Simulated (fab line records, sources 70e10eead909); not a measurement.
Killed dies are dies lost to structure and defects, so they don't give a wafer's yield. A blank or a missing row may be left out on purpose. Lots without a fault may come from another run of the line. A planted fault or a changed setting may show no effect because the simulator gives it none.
Matching of chambers || flow nand harc || rie diel-08 running NHARC_P_M1_DESCUM_14: 3 sister chambers
The step chemistry O2, time 3 s. 6 wafers are shown with their chamber, then 7 later ones without.

## WAFERS WITH THEIR CHAMBER
{"wafer": "L086.5", "chamber": 1, "showerhead plenum p Torr (Torr)": 1.85, "drypump motor current A (A)": 6.1}
{"wafer": "L091.2", "chamber": 1, "showerhead plenum p Torr (Torr)": 1.84, "drypump motor current A (A)": 6.2}
{"wafer": "L091.4", "chamber": 2, "showerhead plenum p Torr (Torr)": 2.00, "drypump motor current A (A)": 5.5}
{"wafer": "L091.5", "chamber": 3, "showerhead plenum p Torr (Torr)": 2.01, "drypump motor current A (A)": 6.5}
{"wafer": "L092.4", "chamber": 2, "showerhead plenum p Torr (Torr)": 2.00, "drypump motor current A (A)": 5.5}
{"wafer": "L092.5", "chamber": 3, "showerhead plenum p Torr (Torr)": 2.01, "drypump motor current A (A)": 6.4}

## WAFERS MISSING THEIR CHAMBER
{"wafer": "L094.1", "showerhead plenum p Torr (Torr)": 2.01, "drypump motor current A (A)": 6.5}
{"wafer": "L094.2", "showerhead plenum p Torr (Torr)": 1.84, "drypump motor current A (A)": 6.1}
{"wafer": "L096.1", "showerhead plenum p Torr (Torr)": 2.01, "drypump motor current A (A)": 6.4}
{"wafer": "L096.4", "showerhead plenum p Torr (Torr)": 1.84, "drypump motor current A (A)": 6.2}
{"wafer": "L097.1", "showerhead plenum p Torr (Torr)": 1.84, "drypump motor current A (A)": 6.2}
{"wafer": "L097.4", "showerhead plenum p Torr (Torr)": 2.00, "drypump motor current A (A)": 5.5}
{"wafer": "L097.5", "showerhead plenum p Torr (Torr)": 1.84, "drypump motor current A (A)": 6.2}

## EACH ONE'S CHAMBER
{"wafer": "L094.1", "from the rows above": 3, "in truth": 3}
{"wafer": "L094.2", "from the rows above": 1, "in truth": 1}
{"wafer": "L096.1", "from the rows above": 3, "in truth": 3}
{"wafer": "L096.4", "from the rows above": 1, "in truth": 1}
{"wafer": "L097.1", "from the rows above": 1, "in truth": 1}
{"wafer": "L097.4", "from the rows above": 2, "in truth": 2}
{"wafer": "L097.5", "from the rows above": 1, "in truth": 1}
7 of 7 placed correctly. From these rows, 0 cannot be placed. Wrongly placed: 0.
How it was worked out, from the rows above alone: a wafer's distance from a chamber is the root of the sum, over the readings, of the square of ((its reading less the chamber's mean) divided by the reading's scatter). The wafer belongs to the nearest chamber; if the next one is less than 2 further off, it can't be placed. A chamber's mean is the mean of its shown wafers. The scatter: take each reading less its chamber's mean, square it, sum over the shown wafers, divide by the number of wafers less the number of chambers, and take the root.
